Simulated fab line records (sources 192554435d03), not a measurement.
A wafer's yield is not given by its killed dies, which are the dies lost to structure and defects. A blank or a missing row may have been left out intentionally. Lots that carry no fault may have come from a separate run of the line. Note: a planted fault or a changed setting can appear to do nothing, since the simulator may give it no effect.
Matching of chambers || flow n5Finfet || N5_BEOL_M9_CMP_52 on cmp-04: 4 sister chambers
The step polishes, stops on SiCOH lowk, t overpolish 7 s, target thk 140 nm. 14 wafers are shown with their chamber, then 7 later ones without.

WAFERS PAIRED WITH THEIR CHAMBERS
{"wafer": "L078.1", "chamber": 0, "motorCurrentA (A)": 5.5, "barrierFieldEndpointS (s)": 29.2, "overpolishRunS (s)": 6.987}
{"wafer": "L078.5", "chamber": 3, "motorCurrentA (A)": 6.6, "barrierFieldEndpointS (s)": 30.9, "overpolishRunS (s)": 6.991}
{"wafer": "L078.6", "chamber": 0, "motorCurrentA (A)": 5.6, "barrierFieldEndpointS (s)": 29.5, "overpolishRunS (s)": 7.007}
{"wafer": "L082.3", "chamber": 2, "motorCurrentA (A)": 5.8, "barrierFieldEndpointS (s)": 30.5, "overpolishRunS (s)": 6.997}
{"wafer": "L082.5", "chamber": 2, "motorCurrentA (A)": 5.9, "barrierFieldEndpointS (s)": 29.1, "overpolishRunS (s)": 7.010}
{"wafer": "L082.6", "chamber": 3, "motorCurrentA (A)": 6.0, "barrierFieldEndpointS (s)": 29.7, "overpolishRunS (s)": 6.983}
{"wafer": "L083.2", "chamber": 2, "motorCurrentA (A)": 6.1, "barrierFieldEndpointS (s)": 29.9, "overpolishRunS (s)": 7.007}
{"wafer": "L083.3", "chamber": 1, "motorCurrentA (A)": 6.4, "barrierFieldEndpointS (s)": 30.0, "overpolishRunS (s)": 6.989}
{"wafer": "L083.5", "chamber": 3, "motorCurrentA (A)": 6.4, "barrierFieldEndpointS (s)": 30.5, "overpolishRunS (s)": 6.985}
{"wafer": "L085.1", "chamber": 2, "motorCurrentA (A)": 6.0, "barrierFieldEndpointS (s)": 29.0, "overpolishRunS (s)": 6.993}
{"wafer": "L085.4", "chamber": 1, "motorCurrentA (A)": 6.6, "barrierFieldEndpointS (s)": 30.4, "overpolishRunS (s)": 7.007}
{"wafer": "L085.5", "chamber": 3, "motorCurrentA (A)": 6.4, "barrierFieldEndpointS (s)": 30.1, "overpolishRunS (s)": 7.009}
{"wafer": "L089.1", "chamber": 2, "motorCurrentA (A)": 5.9, "barrierFieldEndpointS (s)": 29.5, "overpolishRunS (s)": 7.005}
{"wafer": "L089.3", "chamber": 1, "motorCurrentA (A)": 6.4, "barrierFieldEndpointS (s)": 29.2, "overpolishRunS (s)": 7.005}

SIGNATURES, as means of the wafers listed above
{"reading": "motorCurrentA", "chamber 0": 5.550, "chamber 1": 6.467, "chamber 2": 5.940, "chamber 3": 6.350, "scatter within a chamber": 0.165}
{"reading": "barrierFieldEndpointS", "chamber 0": 29.350, "chamber 1": 29.867, "chamber 2": 29.600, "chamber 3": 30.300, "scatter within a chamber": 0.558}
{"reading": "overpolishRunS", "chamber 0": 6.99700, "chamber 1": 7.00033, "chamber 2": 7.00240, "chamber 3": 6.99200, "scatter within a chamber": 0.0101}
Rule: distance of a wafer from a chamber = root of the sum over the readings of ((wafer's reading minus chamber's mean) / reading's scatter) squared. If the next closest chamber is less than 2 further off than the closest, the wafer can't be placed; otherwise it belongs to the closest. The scatter: take each reading less its chamber's mean, square it, sum over the shown wafers, divide by the number of wafers less the number of chambers, and take the root.

WAFERS WITH NO CHAMBER GIVEN
{"wafer": "L089.5", "motorCurrentA (A)": 6.0, "barrierFieldEndpointS (s)": 29.8, "overpolishRunS (s)": 7.023}
{"wafer": "L092.1", "motorCurrentA (A)": 6.0, "barrierFieldEndpointS (s)": 29.0, "overpolishRunS (s)": 7.007}
{"wafer": "L092.2", "motorCurrentA (A)": 5.9, "barrierFieldEndpointS (s)": 29.0, "overpolishRunS (s)": 6.988}
{"wafer": "L092.3", "motorCurrentA (A)": 5.4, "barrierFieldEndpointS (s)": 28.7, "overpolishRunS (s)": 6.985}
{"wafer": "L096.2", "motorCurrentA (A)": 5.2, "barrierFieldEndpointS (s)": 29.1, "overpolishRunS (s)": 7.006}
{"wafer": "L096.4", "motorCurrentA (A)": 5.6, "barrierFieldEndpointS (s)": 29.3, "overpolishRunS (s)": 7.012}
{"wafer": "L096.5", "motorCurrentA (A)": 5.8, "barrierFieldEndpointS (s)": 29.0, "overpolishRunS (s)": 6.995}

EACH ONE'S CHAMBER
{"wafer": "L089.5", "from the rows above": "can't be placed: 2 or 1 or 0 or 3", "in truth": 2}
{"wafer": "L092.1", "from the rows above": "can't be placed: 2 or 0", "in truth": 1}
{"wafer": "L092.2", "from the rows above": "can't be placed: 2 or 0 or 3", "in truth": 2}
{"wafer": "L092.3", "from the rows above": 0, "in truth": 0}
{"wafer": "L096.2", "from the rows above": 0, "in truth": 0}
{"wafer": "L096.4", "from the rows above": "can't be placed: 0 or 2", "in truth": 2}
{"wafer": "L096.5", "from the rows above": "can't be placed: 2 or 0", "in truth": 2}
Placed correctly: 2 of 7. Not placeable from these rows: 5 (in 4, the candidates include the true chamber). Wrongly placed: 0.
